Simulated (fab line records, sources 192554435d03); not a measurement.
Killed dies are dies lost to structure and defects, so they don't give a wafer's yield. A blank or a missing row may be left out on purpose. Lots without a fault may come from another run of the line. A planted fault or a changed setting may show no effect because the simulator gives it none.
One fault seen from 2 desks | flow n5_finfet | each desk has only its own numbers; what lay behind them comes last

THE TOOL OWNER'S DESK: rie_si-03
The tool's own readings at N5_PMOS_HMC_CHANNEL_EPI_FIN_RECESS_16 (chemistry HBr/Cl2, target Si, target depth 54 nm, time 18 s): means of the sampled wafers that have a number, for each lot that ran on this tool. A lot is out of limits, marked OUT, if its mean lies more than 4 standard deviations from the usual mean; the brackets give that distance.
Columns: A = HBr_flow_sccm at N5_PMOS_HMC_CHANNEL_EPI_FIN_RECESS_16, usual 149.9 sccm; B = bias_w at N5_PMOS_HMC_CHANNEL_EPI_FIN_RECESS_16, usual 75.01 W; C = drypump_motor_current_A at N5_PMOS_HMC_CHANNEL_EPI_FIN_RECESS_16, usual 5.8 A; D = oes_product_au at N5_PMOS_HMC_CHANNEL_EPI_FIN_RECESS_16, usual 0.996 a.u.; E = throttle_valve_pct at N5_PMOS_HMC_CHANNEL_EPI_FIN_RECESS_16, usual 35.6 %
lot  | first seen here | A     | B     | C   | D     | E
L981 | day 1 17:44     | 149.9 | 74.76 | 6.1 | 1.002 | 36.1
L989 | day 3 17:47     | 150.1 | 74.89 | 5.7 | 0.994 | 35.5
This desk's finding: nothing out of limits on any of the 2 lots.

THE METROLOGY DESK
What the gauges read, lot by lot, whatever tool the lot ran on: means of the sampled wafers that have a number. A lot is out of limits, marked OUT, if its mean lies more than 4 standard deviations from the usual mean; the brackets give that distance. Of its 17 readings 7 are shown: the one that was out of limits first, and those that lie furthest out on some lot.
Columns: A = DIBL_P at N5_BEOL_M4_RC_MEAS_101, usual 36.2 mV/V; B = IOFF_P_LONG at N5_BEOL_M4_RC_MEAS_101, usual 0.000106 nA/um; C = ION_P at N5_BEOL_M4_RC_MEAS_101, usual 461 uA/um; D = REXT_P at N5_BEOL_M4_RC_MEAS_101, usual 100.4 ohm.um; E = VT_P at N5_BEOL_M4_RC_MEAS_101, usual -250 mV; F = VT_P_LONG at N5_BEOL_M4_RC_MEAS_101, usual -275.2 mV; G = VT_P_LVT at N5_BEOL_M4_RC_MEAS_101, usual -99 mV
lot  | first seen here | A               | B                   | C             | D               | E              | F                | G
L981 | day 1 21:43     | 34.3            | 0.000123            | 464           | 98.1            | -246           | -269.8           | -96
L982 | day 2 04:15     | 35.7            | 0.000103            | 449           | 99.5            | -253           | -278.9           | -102
L987 | day 3 09:41     | 35.2            | 0.000097            | 461           | 102.7           | -252           | -276.0           | -101
L989 | day 3 21:44     | 34.8            | 0.000095            | 453           | 99.6            | -257           | -278.1           | -102
L104 | day 7 16:11     | 36.4            | 0.000093            | 465           | 101.8           | -256           | -280.2           | -104
L999 | day 12 21:49    | 57.5 (+7.1) OUT | 0.000031 (-7.5) OUT | 118 (-39) OUT | 78.4 (-9.6) OUT | -413 (-41) OUT | -495.1 (-79) OUT | -262 (-42) OUT
L100 | day 12 22:44    | 52.8 (+5.5) OUT | 0.000028 (-7.8) OUT | 113 (-40) OUT | 79.9 (-8.9) OUT | -421 (-43) OUT | -495.6 (-79) OUT | -269 (-44) OUT
L998 | day 13 13:41    | 57.8 (+7.2) OUT | 0.000029 (-7.7) OUT | 115 (-40) OUT | 79.7 (-9.0) OUT | -418 (-42) OUT | -494.8 (-78) OUT | -265 (-42) OUT
This desk's finding: out of limits on L100, L998, L999; first on L999, day 12 21:49 (DIBL_P at N5_BEOL_M4_RC_MEAS_101). In limits: L981, L982, L987, L989, L104.

PUT TOGETHER
The metrology desk could have raised an alarm at day 12 21:49, on L100, L998, L999.
The tool owner's desk saw nothing out of limits.
The tool owner's desk has no number on record for L100, L998, L999.
Of the lots named, all ran N5_PMOS_HMC_CHANNEL_EPI_FIN_RECESS_16 on rie_si-03.

WHAT THE SIMULATOR HAD PUT IN
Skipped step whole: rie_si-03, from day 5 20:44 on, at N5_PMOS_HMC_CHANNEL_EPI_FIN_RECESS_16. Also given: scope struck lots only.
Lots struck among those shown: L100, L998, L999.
Hours from the fault's start to each desk's first reading out of limits: the metrology desk, 169.
